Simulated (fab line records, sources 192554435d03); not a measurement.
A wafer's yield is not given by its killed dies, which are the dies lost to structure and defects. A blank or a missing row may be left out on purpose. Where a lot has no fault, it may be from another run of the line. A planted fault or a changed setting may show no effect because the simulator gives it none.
Chamber matching    flow n5-finfet    pecvd-03 running N5_BEOL_M5_ILD_DEP_00: 3 sister chambers
The step deposits SiCOH lowk from DEMS/porogen, target thk 140.64 nm, time 25.9 s. 3 wafers are shown with their chamber, then 9 later ones without.

WAFERS WITH THEIR CHAMBER
wafer   chamber  throttle-valve-pct (%)
L083.6  1        13.3
L086.2  0        14.4
L086.5  2        14.0

WAFERS WITH NO CHAMBER GIVEN
wafer   throttle-valve-pct (%)
L094.2  14.4
L094.4  13.4
L094.5  14.7
L092.1  14.4
L092.3  13.8
L092.4  14.3
L096.1  14.3
L096.4  14.0
L096.5  14.4

WHICH CHAMBER EACH WENT THROUGH
wafer   from the rows above      in truth
L094.2  0                        0
L094.4  1                        1
L094.5  0                        0
L092.1  0                        0
L092.3  2                        2
L092.4  can't be placed: 0 or 2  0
L096.1  can't be placed: 0 or 2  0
L096.4  2                        2
L096.5  0                        0
7 of 9 placed correctly. Unplaceable from these rows: 2, with the true chamber sitting among the candidates in 2. 0 placed wrongly.
How it was worked out, from the rows above alone: a wafer's distance from a chamber is the root of the sum, over the readings, of the square of ((its reading less the chamber's mean) divided by the reading's scatter). If the next closest chamber is less than 2 further off than the closest, the wafer can't be placed; otherwise it belongs to the closest. Each chamber's mean is taken over the wafers shown for it. The scatter: root of mean squared gap, hidden wafer to nearest shown wafer, with one shown wafer a chamber.
